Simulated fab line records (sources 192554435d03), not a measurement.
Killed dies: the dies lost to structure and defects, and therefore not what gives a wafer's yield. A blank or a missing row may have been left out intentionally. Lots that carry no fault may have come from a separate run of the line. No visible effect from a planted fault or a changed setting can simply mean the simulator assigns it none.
Split-lot experiment    flow n5_finfet    route with 1938 steps; 7 lots, 21 wafers read

== ABOUT THE SPLIT ==
At N5_BEOL_M6_EXPOSE_08 (exposes mask M6), the setting dose_mj was moved away from the recipe's 68.25 on 5 of the 21 wafers read, by -3.7% to +3.1%. This setting was run at the recipe's value on the other wafers.

== FROM THE SPLIT TO THE READING: what the file shows between them, 7 steps ==
- N5_BEOL_M6_PEB_09: peb time 60 s
- N5_BEOL_M6_DEVELOP_10: develop time 30 s
- N5_BEOL_M6_DESCUM_16: chemistry O2, time 7.9 s
- N5_BEOL_M6_ETCH_61: etches SiARC in CF4, target depth 45.5 nm, time 75.8 s
- N5_BEOL_M6_ETCH_62: etches SOC in N2/H2, target depth 110 nm, overetch 22 nm, time 165 s
- N5_BEOL_M6_STRIP_68: strips in N2/H2
- N5_BEOL_M6_STRIP_67: strips in CF4

== THE READING ==
BEOL_M6.cd_offset_nm (the simulator's own value, which no gauge read), in nm, at N5_BEOL_M6_HM_OPEN_17 (chemistry Cl2/BCl3, target TiN, target depth 20 nm, overetch 6 nm). The file gives no usual value for it. Across the 16 wafers here that went through the recipe, the average is 0.5 nm and the standard deviation 0.64 nm.

wafer   tool, chamber at the split  dose_mj as run  against the recipe  BEOL_M6.cd_offset_nm, nm  against lot-mates on the recipe
L075.1  arfi_scanner-03, 0          68.25           recipe              -0.2                      -
L075.4  arfi_scanner-03, 0          70.37           +3.1%               2.2                       +2.1
L075.6  arfi_scanner-03, 0          68.25           recipe              0.4                       -
L076.1  arfi_scanner-01, 0          66.57           -2.5%               -1                        -0.9
L076.2  arfi_scanner-01, 0          68.25           recipe              0.2                       -
L076.5  arfi_scanner-01, 0          68.25           recipe              -0.4                      -
L084.1  arfi_scanner-03, 0          68.25           recipe              0.8                       -
L084.5  arfi_scanner-03, 0          68.25           recipe              -0.2                      -
L084.6  arfi_scanner-03, 0          68.25           recipe              1                         -
L089.3  arfi_scanner-03, 0          68.25           recipe              1                         -
L089.5  arfi_scanner-03, 0          68.25           recipe              0.6                       -
L089.6  arfi_scanner-03, 0          68.25           recipe              1.4                       -
L094.1  arfi_scanner-02, 0          68.25           recipe              1.6                       -
L094.4  arfi_scanner-02, 0          68.25           recipe              1.2                       -
L094.6  arfi_scanner-02, 0          68.25           recipe              0.4                       -
L095.4  arfi_scanner-01, 0          70.06           +2.7%               1.4                       +1.6
L095.5  arfi_scanner-01, 0          68.25           recipe              -0.2                      -
L095.6  arfi_scanner-01, 0          70.06           +2.7%               1.2                       +1.4
L097.4  arfi_scanner-02, 0          68.25           recipe              1.2                       -
L097.5  arfi_scanner-02, 0          65.72           -3.7%               -2.4                      -2.9
L097.6  arfi_scanner-02, 0          68.25           recipe              -0.2                      -

THE FIT
A straight line over all 21 wafers: BEOL_M6.cd_offset_nm changes by +0.555 nm for each +1% of dose_mj; r = +0.79; the points scatter about the line by 0.65 nm.
The same after taking each lot's own level away (the mean of its wafers on the recipe; 21 wafers): +0.631 nm for each +1%; r = +0.90; scatter 0.46 nm.
According to that fit, moving dose_mj by its largest amount changes the reading by 2.3 nm.
From -0.20 to 1.07 nm: that is the span of the lots' own levels, equal to 2.0 times the standard deviation above.
So the lot-to-lot level blurs the effect unless lot-mates are compared.
Check: with one of the wafers moved furthest among these (-3.7%) left out of the fit, the line predicts -2 nm for it against its lot-mates. Against them it came out at -2.9 nm.

== THE WHOLE CHAIN: every reading that the file lists as answering this split, in the file's order ==
step                   what it does                                                          reading                                                                change (the file's fit)                r (the file's)
N5_BEOL_M6_ETCH_61     etches SiARC in CF4, target depth 45.5 nm, time 75.8 s                BEOL_M6.cd_offset_nm (the simulator's own value, which no gauge read)  +0.612 nm for each +1% of the setting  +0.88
N5_BEOL_M6_ETCH_62     etches SOC in N2/H2, target depth 110 nm, overetch 22 nm, time 165 s  BEOL_M6.cd_offset_nm (the simulator's own value, which no gauge read)  +0.649 nm for each +1% of the setting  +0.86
N5_BEOL_M6_HM_OPEN_17  chemistry Cl2/BCl3, target TiN, target depth 20 nm, overetch 6 nm     BEOL_M6.cd_offset_nm (the simulator's own value, which no gauge read)  +0.643 nm for each +1% of the setting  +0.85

== THE FILE'S OWN FIT ==
BEOL_M6.cd_offset_nm changes by +0.643 nm for each +1% of dose_mj, r = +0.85.
